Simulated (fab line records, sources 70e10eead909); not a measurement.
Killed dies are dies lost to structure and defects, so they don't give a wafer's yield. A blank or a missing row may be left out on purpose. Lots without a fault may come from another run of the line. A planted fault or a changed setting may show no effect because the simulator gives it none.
Chamber matching | flow nand_harc | NHARC_A_CHANNEL_FILL_D2_ETCHBACK_20 on rie_diel-08: 4 sister chambers
The step etches the open film in C4F8/O2/Ar, target depth 27 nm, time 13.5 s. 4 wafers are shown with their chamber, then 8 later ones without.

WAFERS WITH THEIR CHAMBER
wafer  | chamber | rf_vpp_V (V)
L083.2 | 1       | 977
L083.3 | 2       | 970
L083.4 | 3       | 981
L083.1 | 0       | 983

WAFERS WITHOUT THEIR CHAMBER
wafer  | rf_vpp_V (V)
L083.5 | 983
L083.6 | 979
L086.3 | 983
L086.5 | 977
L086.6 | 970
L091.1 | 980
L091.3 | 983
L091.5 | 979

WHICH CHAMBER EACH WENT THROUGH
wafer  | from the rows above          | in truth
L083.5 | can't be placed: 0 or 3      | 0
L083.6 | can't be placed: 1 or 3 or 0 | 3
L086.3 | can't be placed: 0 or 3      | 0
L086.5 | 1                            | 1
L086.6 | 2                            | 2
L091.1 | can't be placed: 3 or 0 or 1 | 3
L091.3 | can't be placed: 0 or 3      | 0
L091.5 | can't be placed: 1 or 3 or 0 | 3
Placed correctly: 2 of 8. Can't be placed from these rows: 6 (the true chamber is among the candidates in 6). Placed wrongly: 0.
How it was worked out, from the rows above alone: a wafer's distance from a chamber is the root of the sum, over the readings, of the square of ((its reading less the chamber's mean) divided by the reading's scatter). The wafer belongs to the nearest chamber; if the next one is less than 2 further off, it can't be placed. A chamber's mean is the mean of its shown wafers. The scatter: with one shown wafer a chamber, the root of the mean of the squares of how far each hidden wafer lies from its nearest shown one.
